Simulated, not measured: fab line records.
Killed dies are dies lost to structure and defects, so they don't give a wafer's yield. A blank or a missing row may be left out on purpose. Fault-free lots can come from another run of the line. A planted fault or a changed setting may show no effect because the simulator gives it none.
Commonality check across tools | flow nandHarc | 9 wafers sampled across 3 lots

== REASON FOR OPENING ==
At NHARC_END_SORT_01 the reading sort_bin_2_pct is flagged on 3 of 3 lots. Wafers without a fault read 1.5 %, standard deviation 0.73.
Rule: a lot is flagged when every wafer of it that has a number lies more than 4 standard deviations from that mean, or none has a number. All remaining lots are regarded as sound.

lot  | measured     | on        | sort_bin_2_pct (%), wafer by wafer | flag
L472 | day 22 14:23 | prober-01 | 97.3 96.9 97.5                     | FLAGGED
L471 | day 22 22:05 | prober-02 | 96.6 96.2 94.7                     | FLAGGED
L474 | day 23 17:41 | prober-02 | 98.5 97.5 98.5                     | FLAGGED
The numbers of the flagged lots are 97.1 % on average: +95.6 % against the usual, or +99 or more standard deviations.

== LOT BY LOT: THE TOOL USED ==
Before the reading, the record contains 3 process steps out of a 1159-step route. Read each cell as the tool, then ch plus the chambers that the sampled wafers visited, then the start.
lot  | flag    | NHARC_A_M1_STRIP_18             | NHARC_A_M1_ANNEAL_31            | NHARC_A_BONDPAD_ETCH_34
L472 | FLAGGED | rieDiel-13 ch 0,1, day 21 02:29 | rtpAnneal-01 ch 0, day 21 04:00 | rieDiel-07 ch 0,1,2, day 21 07:24
L471 | FLAGGED | rieDiel-04 ch 0,1, day 21 07:34 | rtpAnneal-01 ch 0, day 21 09:03 | rieDiel-02 ch 1,2,3, day 21 12:07
L474 | FLAGGED | rieDiel-08 ch 1,3, day 22 03:10 | rtpAnneal-02 ch 0, day 22 04:40 | rieDiel-05 ch 1,2,3, day 22 07:47
These steps, and what they do:
- NHARC_A_M1_STRIP_18: strips in N2/H2.
- NHARC_A_M1_ANNEAL_31: time 90 s.
- NHARC_A_BONDPAD_ETCH_34: etches the open film in N2/H2, target depth 60 nm, overetch 18 nm, time 65.91 s.
- NHARC_END_SORT_01

== FLAGGED OVER TOTAL, TOOL BY TOOL (the gauges that took the reading come last) ==
step                    | tool         | lots run | flagged | share of the flagged lots | sound lots run after its first flagged lot
NHARC_A_M1_STRIP_18     | rieDiel-04   | 1        | 1       | some                      | 0
NHARC_A_M1_STRIP_18     | rieDiel-08   | 1        | 1       | some                      | 0
NHARC_A_M1_STRIP_18     | rieDiel-13   | 1        | 1       | some                      | 0
NHARC_A_M1_ANNEAL_31    | rtpAnneal-01 | 2        | 2       | some                      | 0
NHARC_A_M1_ANNEAL_31    | rtpAnneal-02 | 1        | 1       | some                      | 0
NHARC_A_BONDPAD_ETCH_34 | rieDiel-02   | 1        | 1       | some                      | 0
NHARC_A_BONDPAD_ETCH_34 | rieDiel-05   | 1        | 1       | some                      | 0
NHARC_A_BONDPAD_ETCH_34 | rieDiel-07   | 1        | 1       | some                      | 0
NHARC_END_SORT_01       | prober-01    | 1        | 1       | some                      | 0
NHARC_END_SORT_01       | prober-02    | 2        | 2       | some                      | 0

== WHAT IS ALLOWED BY THE TABLE ==
No row of the table ran every flagged lot.

== WHAT THE SIMULATOR HAD INSERTED ==
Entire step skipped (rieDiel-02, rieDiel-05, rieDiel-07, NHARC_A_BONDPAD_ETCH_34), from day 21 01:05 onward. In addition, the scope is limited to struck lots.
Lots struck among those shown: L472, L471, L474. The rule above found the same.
